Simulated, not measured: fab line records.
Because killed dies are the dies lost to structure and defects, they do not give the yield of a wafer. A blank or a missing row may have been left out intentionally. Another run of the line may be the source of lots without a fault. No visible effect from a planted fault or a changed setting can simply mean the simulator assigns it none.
Which of the tools did it? / flow n5_finfet / 33 wafers from 11 lots sampled at 5 of the route's 1938 steps

WHAT THE GAUGES READ, wafer by wafer
Not one reading of a measure or inspect step in the record can be checked against a usual standard deviation.

WHICH TOOL RAN EACH LOT (tool, then ch and the chambers of the sampled wafers, then the start)
lot=L460; N5_BEOL_M14_STRIP_37=rie_diel-05 ch 0,1, day 10 11:20; N5_BEOL_M14_SPUTTER_45=pvd_sputter-02, day 10 12:05; N5_BEOL_M14_ANNEAL_48=rtp_anneal-01 ch 0, day 10 12:33; N5_BEOL_M14_DEP_53=pecvd-01 ch 0,1, day 10 13:10; N5_PASSIVATION_PROBE_49=-
lot=L463; N5_BEOL_M14_STRIP_37=rie_diel-04 ch 0,1, day 12 03:29; N5_BEOL_M14_SPUTTER_45=pvd_sputter-01, day 12 04:10; N5_BEOL_M14_ANNEAL_48=rtp_anneal-01 ch 0, day 12 04:31; N5_BEOL_M14_DEP_53=pecvd-01 ch 0,2, day 12 05:10; N5_PASSIVATION_PROBE_49=-
lot=L462; N5_BEOL_M14_STRIP_37=rie_diel-05 ch 2,3, day 12 03:58; N5_BEOL_M14_SPUTTER_45=pvd_sputter-01, day 12 05:03; N5_BEOL_M14_ANNEAL_48=rtp_anneal-01 ch 0, day 12 05:57; N5_BEOL_M14_DEP_53=pecvd-02 ch 1,2, day 12 06:37; N5_PASSIVATION_PROBE_49=-
lot=L465; N5_BEOL_M14_STRIP_37=rie_diel-05 ch 1,2, day 12 21:22; N5_BEOL_M14_SPUTTER_45=pvd_sputter-02, day 12 22:06; N5_BEOL_M14_ANNEAL_48=rtp_anneal-02 ch 0, day 12 22:27; N5_BEOL_M14_DEP_53=pecvd-01 ch 0,2, day 12 23:04; N5_PASSIVATION_PROBE_49=prober-02, day 13 17:20
lot=L466; N5_BEOL_M14_STRIP_37=rie_diel-03 ch 0,1,3, day 12 22:42; N5_BEOL_M14_SPUTTER_45=pvd_sputter-03, day 12 23:17; N5_BEOL_M14_ANNEAL_48=rtp_anneal-02 ch 0, day 12 23:36; N5_BEOL_M14_DEP_53=pecvd-04 ch 0,2, day 13 00:15; N5_PASSIVATION_PROBE_49=-
lot=L468; N5_BEOL_M14_STRIP_37=rie_diel-04 ch 0,1,2, day 13 04:14; N5_BEOL_M14_SPUTTER_45=pvd_sputter-02, day 13 05:13; N5_BEOL_M14_ANNEAL_48=rtp_anneal-01 ch 0, day 13 05:37; N5_BEOL_M14_DEP_53=pecvd-02 ch 0,2, day 13 06:11; N5_PASSIVATION_PROBE_49=-
lot=L469; N5_BEOL_M14_STRIP_37=rie_diel-03 ch 1,2, day 13 05:21; N5_BEOL_M14_SPUTTER_45=pvd_sputter-01, day 13 06:02; N5_BEOL_M14_ANNEAL_48=rtp_anneal-02 ch 0, day 13 06:29; N5_BEOL_M14_DEP_53=pecvd-02 ch 0,2, day 13 07:08; N5_PASSIVATION_PROBE_49=prober-01, day 14 07:12
lot=L470; N5_BEOL_M14_STRIP_37=rie_diel-04 ch 0,1,2, day 14 09:49; N5_BEOL_M14_SPUTTER_45=pvd_sputter-02, day 14 10:54; N5_BEOL_M14_ANNEAL_48=rtp_anneal-02 ch 0, day 14 11:12; N5_BEOL_M14_DEP_53=pecvd-01 ch 1,2, day 14 11:52; N5_PASSIVATION_PROBE_49=prober-01, day 15 11:20
lot=L473; N5_BEOL_M14_STRIP_37=rie_diel-05 ch 0,2,3, day 14 16:12; N5_BEOL_M14_SPUTTER_45=pvd_sputter-01, day 14 16:58; N5_BEOL_M14_ANNEAL_48=rtp_anneal-01 ch 0, day 14 18:29; N5_BEOL_M14_DEP_53=pecvd-02 ch 0,2, day 14 19:09; N5_PASSIVATION_PROBE_49=prober-02, day 15 12:02
lot=L475; N5_BEOL_M14_STRIP_37=rie_diel-05 ch 0,2,3, day 14 19:30; N5_BEOL_M14_SPUTTER_45=pvd_sputter-01, day 14 20:16; N5_BEOL_M14_ANNEAL_48=rtp_anneal-01 ch 0, day 14 20:36; N5_BEOL_M14_DEP_53=pecvd-01 ch 0,2, day 14 21:15; N5_PASSIVATION_PROBE_49=prober-02, day 15 16:20
lot=L480; N5_BEOL_M14_STRIP_37=rie_diel-04 ch 0,1,2, day 16 15:10; N5_BEOL_M14_SPUTTER_45=pvd_sputter-03, day 16 15:57; N5_BEOL_M14_ANNEAL_48=rtp_anneal-01 ch 0, day 16 16:15; N5_BEOL_M14_DEP_53=pecvd-01 ch 0,2, day 16 16:55; N5_PASSIVATION_PROBE_49=-
- N5_BEOL_M14_STRIP_37: strips in O2.
- N5_BEOL_M14_SPUTTER_45: material Cu, target thk 100 nm, time 16.67 s.
- N5_BEOL_M14_ANNEAL_48: time 90 s.
- N5_BEOL_M14_DEP_53: deposits SiCN from 3MS/NH3, target thk 50 nm, time 17.8 s.
- N5_PASSIVATION_PROBE_49

AS READ BY THE TOOLS THEMSELVES (means over the sampled wafers that have a number; for cases with no such wafer, the mark the record gives instead)
N5_BEOL_M14_STRIP_37. Usual: drypump_motor_current_A 5.9 A, standard deviation 0.4; oes_product_au 0.83 a.u., standard deviation 0.078; rf_vpp_V 3.8 V, standard deviation 1; showerhead_plenum_p_Torr 2.12 Torr, standard deviation 0.087; throttle_valve_pct 16.62 %, standard deviation 0.24.
lot=L460; tool=rie_diel-05; drypump_motor_current_A (A)=5.5; oes_product_au (a.u.)=0.85; rf_vpp_V (V)=4.2; showerhead_plenum_p_Torr (Torr)=2.08; throttle_valve_pct (%)=16.26; flag=
lot=L463; tool=rie_diel-04; drypump_motor_current_A (A)=6.2; oes_product_au (a.u.)=0.84; rf_vpp_V (V)=3.3; showerhead_plenum_p_Torr (Torr)=2.17; throttle_valve_pct (%)=16.83; flag=
lot=L462; tool=rie_diel-05; drypump_motor_current_A (A)=5.5; oes_product_au (a.u.)=0.70; rf_vpp_V (V)=4.3; showerhead_plenum_p_Torr (Torr)=2.11; throttle_valve_pct (%)=16.73; flag=
lot=L465; tool=rie_diel-05; drypump_motor_current_A (A)=5.6; oes_product_au (a.u.)=0.82; rf_vpp_V (V)=4.0; showerhead_plenum_p_Torr (Torr)=2.04; throttle_valve_pct (%)=16.59; flag=
lot=L466; tool=rie_diel-03; drypump_motor_current_A (A)=5.7; oes_product_au (a.u.)=0.82; rf_vpp_V (V)=4.2; showerhead_plenum_p_Torr (Torr)=2.06; throttle_valve_pct (%)=16.67; flag=
lot=L468; tool=rie_diel-04; drypump_motor_current_A (A)=6.0; oes_product_au (a.u.)=0.88; rf_vpp_V (V)=3.8; showerhead_plenum_p_Torr (Torr)=2.17; throttle_valve_pct (%)=16.66; flag=
lot=L469; tool=rie_diel-03; drypump_motor_current_A (A)=5.7; oes_product_au (a.u.)=0.90; rf_vpp_V (V)=4.3; showerhead_plenum_p_Torr (Torr)=2.06; throttle_valve_pct (%)=16.48; flag=
lot=L470; tool=rie_diel-04; drypump_motor_current_A (A)=6.0; oes_product_au (a.u.)=0.85; rf_vpp_V (V)=4.3; showerhead_plenum_p_Torr (Torr)=2.17; throttle_valve_pct (%)=16.68; flag=
lot=L473; tool=rie_diel-05; drypump_motor_current_A (A)=5.5; oes_product_au (a.u.)=0.73; rf_vpp_V (V)=5.0; showerhead_plenum_p_Torr (Torr)=2.08; throttle_valve_pct (%)=16.51; flag=
lot=L475; tool=rie_diel-05; drypump_motor_current_A (A)=5.4; oes_product_au (a.u.)=0.73; rf_vpp_V (V)=3.8; showerhead_plenum_p_Torr (Torr)=2.08; throttle_valve_pct (%)=16.50; flag=
lot=L480; tool=rie_diel-04; drypump_motor_current_A (A)=6.0; oes_product_au (a.u.)=0.83; rf_vpp_V (V)=3.5; showerhead_plenum_p_Torr (Torr)=2.16; throttle_valve_pct (%)=16.71; flag=

N5_BEOL_M14_SPUTTER_45. Usual: cathode_dc_power_W 26000 W, standard deviation 5; throttle_valve_pct 29.9 %, standard deviation 1.2.
lot=L460; tool=pvd_sputter-02; cathode_dc_power_W (W)=26001; throttle_valve_pct (%)=30.1; flag=
lot=L463; tool=pvd_sputter-01; cathode_dc_power_W (W)=26002; throttle_valve_pct (%)=29.4; flag=
lot=L462; tool=pvd_sputter-01; cathode_dc_power_W (W)=26006; throttle_valve_pct (%)=29.9; flag=
lot=L465; tool=pvd_sputter-02; cathode_dc_power_W (W)=25999; throttle_valve_pct (%)=28.8; flag=
lot=L466; tool=pvd_sputter-03; cathode_dc_power_W (W)=25999; throttle_valve_pct (%)=30.4; flag=
lot=L468; tool=pvd_sputter-02; cathode_dc_power_W (W)=26001; throttle_valve_pct (%)=30.0; flag=
lot=L469; tool=pvd_sputter-01; cathode_dc_power_W (W)=25999; throttle_valve_pct (%)=29.4; flag=
lot=L470; tool=pvd_sputter-02; cathode_dc_power_W (W)=25296; throttle_valve_pct (%)=29.5; flag=OFF
lot=L473; tool=pvd_sputter-01; cathode_dc_power_W (W)=25999; throttle_valve_pct (%)=30.0; flag=
lot=L475; tool=pvd_sputter-01; cathode_dc_power_W (W)=26003; throttle_valve_pct (%)=30.7; flag=
lot=L480; tool=pvd_sputter-03; cathode_dc_power_W (W)=26001; throttle_valve_pct (%)=29.8; flag=

N5_BEOL_M14_ANNEAL_48. Usual: wafer_temp_C_max 225.63, standard deviation 0.22.
lot=L460 tool=rtp_anneal-01 wafer_temp_C_max=225.93 flag=
lot=L463 tool=rtp_anneal-01 wafer_temp_C_max=225.64 flag=
lot=L462 tool=rtp_anneal-01 wafer_temp_C_max=225.68 flag=
lot=L465 tool=rtp_anneal-02 wafer_temp_C_max=225.81 flag=
lot=L466 tool=rtp_anneal-02 wafer_temp_C_max=225.74 flag=
lot=L468 tool=rtp_anneal-01 wafer_temp_C_max=225.56 flag=
lot=L469 tool=rtp_anneal-02 wafer_temp_C_max=225.84 flag=
lot=L470 tool=rtp_anneal-02 wafer_temp_C_max=225.85 flag=
lot=L473 tool=rtp_anneal-01 wafer_temp_C_max=225.64 flag=
lot=L475 tool=rtp_anneal-01 wafer_temp_C_max=225.45 flag=
lot=L480 tool=rtp_anneal-01 wafer_temp_C_max=225.35 flag=

N5_BEOL_M14_DEP_53. Usual: rf_fwd_power_W 667 W, standard deviation 3.4; showerhead_plenum_p_Torr 4.156 Torr, standard deviation 0.024; throttle_valve_pct 18.2 %, standard deviation 0.95.
lot=L460; tool=pecvd-01; rf_fwd_power_W (W)=665; showerhead_plenum_p_Torr (Torr)=4.134; throttle_valve_pct (%)=17.5; flag=
lot=L463; tool=pecvd-01; rf_fwd_power_W (W)=670; showerhead_plenum_p_Torr (Torr)=4.182; throttle_valve_pct (%)=18.2; flag=
lot=L462; tool=pecvd-02; rf_fwd_power_W (W)=669; showerhead_plenum_p_Torr (Torr)=4.164; throttle_valve_pct (%)=18.8; flag=
lot=L465; tool=pecvd-01; rf_fwd_power_W (W)=668; showerhead_plenum_p_Torr (Torr)=4.172; throttle_valve_pct (%)=17.9; flag=
lot=L466; tool=pecvd-04; rf_fwd_power_W (W)=668; showerhead_plenum_p_Torr (Torr)=4.155; throttle_valve_pct (%)=18.2; flag=
lot=L468; tool=pecvd-02; rf_fwd_power_W (W)=668; showerhead_plenum_p_Torr (Torr)=4.162; throttle_valve_pct (%)=18.6; flag=
lot=L469; tool=pecvd-02; rf_fwd_power_W (W)=667; showerhead_plenum_p_Torr (Torr)=4.164; throttle_valve_pct (%)=18.7; flag=
lot=L470; tool=pecvd-01; rf_fwd_power_W (W)=666; showerhead_plenum_p_Torr (Torr)=4.124; throttle_valve_pct (%)=17.0; flag=
lot=L473; tool=pecvd-02; rf_fwd_power_W (W)=666; showerhead_plenum_p_Torr (Torr)=4.156; throttle_valve_pct (%)=18.7; flag=
lot=L475; tool=pecvd-01; rf_fwd_power_W (W)=670; showerhead_plenum_p_Torr (Torr)=4.178; throttle_valve_pct (%)=18.5; flag=
lot=L480; tool=pecvd-01; rf_fwd_power_W (W)=672; showerhead_plenum_p_Torr (Torr)=4.183; throttle_valve_pct (%)=18.5; flag=

N5_PASSIVATION_PROBE_49. Usual: defect_limited_yield 91.4 %, standard deviation 1.6; killed_at_M0_to_M3 34, standard deviation 10; killed_at_M4_up 12, standard deviation 4.8; killed_at_contacts 11, standard deviation 6.2; killed_at_front_end 39, standard deviation 13; killed_at_other 4, standard deviation 3.1; killed_dies 101, standard deviation 19; killed_open 67, standard deviation 14; killed_short 32, standard deviation 8.3; sort_bin_5_function 5.0 %, standard deviation 1; sort_bin_6_memory 3.2 %, standard deviation 0.76; sort_bin_8_speed 0.00 %, standard deviation 0.026; sort_n_pass 1079, standard deviation 19.
lot=L465; tool=prober-02; defect_limited_yield (%)=88.8; killed_at_M0_to_M3=33; killed_at_M4_up=11; killed_at_contacts=15; killed_at_front_end=69; killed_at_other=3; killed_dies=132; killed_open=95; killed_short=34; sort_bin_5_function (%)=6.1; sort_bin_6_memory (%)=4.7; sort_bin_8_speed (%)=0.00; sort_n_pass=1048; flag=
lot=L469; tool=prober-01; defect_limited_yield (%)=93.0; killed_at_M0_to_M3=23; killed_at_M4_up=12; killed_at_contacts=11; killed_at_front_end=29; killed_at_other=7; killed_dies=82; killed_open=54; killed_short=26; sort_bin_5_function (%)=4.0; sort_bin_6_memory (%)=2.7; sort_bin_8_speed (%)=0.00; sort_n_pass=1098; flag=
lot=L470; tool=prober-01; defect_limited_yield (%)=90.1; killed_at_M0_to_M3=40; killed_at_M4_up=14; killed_at_contacts=18; killed_at_front_end=38; killed_at_other=6; killed_dies=116; killed_open=80; killed_short=33; sort_bin_5_function (%)=5.8; sort_bin_6_memory (%)=3.8; sort_bin_8_speed (%)=0.00; sort_n_pass=1064; flag=
lot=L473; tool=prober-02; defect_limited_yield (%)=90.7; killed_at_M0_to_M3=37; killed_at_M4_up=6; killed_at_contacts=19; killed_at_front_end=45; killed_at_other=2; killed_dies=110; killed_open=77; killed_short=31; sort_bin_5_function (%)=5.6; sort_bin_6_memory (%)=3.3; sort_bin_8_speed (%)=0.00; sort_n_pass=1070; flag=
lot=L475; tool=prober-02; defect_limited_yield (%)=92.5; killed_at_M0_to_M3=27; killed_at_M4_up=12; killed_at_contacts=15; killed_at_front_end=31; killed_at_other=3; killed_dies=88; killed_open=57; killed_short=29; sort_bin_5_function (%)=4.5; sort_bin_6_memory (%)=2.7; sort_bin_8_speed (%)=0.00; sort_n_pass=1092; flag=

THE ANSWER, worked out from the rows above alone
Rule: a lot is off if the mean of its wafers that have a number lies more than 3 standard deviations from the usual mean. Also off: a lot with no number at a reading for which 4 or more lots have one. Where the step has rows for the other lots, those lots are counted as sound. Order of review: gauges by route order, followed by the tools' own readings, for which a lot's mean as printed above is used. The first step at which some lot is off is used, and at that step the reading that is off furthest; a lot without a number counts as furthest.
Off: L470 (N5_BEOL_M14_SPUTTER_45, cathode_dc_power_W).
A tool fits if, at that step or a process step before it, it ran every lot that is off, and no sound lot after the first of them. One fits: N5_BEOL_M14_SPUTTER_45 on pvd_sputter-02. Its last sound lot is L468 (day 13 05:13), its first lot that is off L470 (day 14 10:54): a fault that began between those two fits.
On the lots that are off, the tool's own readings at N5_BEOL_M14_SPUTTER_45 differ by more than 5 times the standard deviation of the sound lots' means, which bears it out; cathode_dc_power_W reads 25296 W there versus 26001 W on the sound lots.

WHAT THE SIMULATOR HAD PUT IN
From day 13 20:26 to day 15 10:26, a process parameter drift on pvd_sputter-02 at N5_BEOL_M14_SPUTTER_45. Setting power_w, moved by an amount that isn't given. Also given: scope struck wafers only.
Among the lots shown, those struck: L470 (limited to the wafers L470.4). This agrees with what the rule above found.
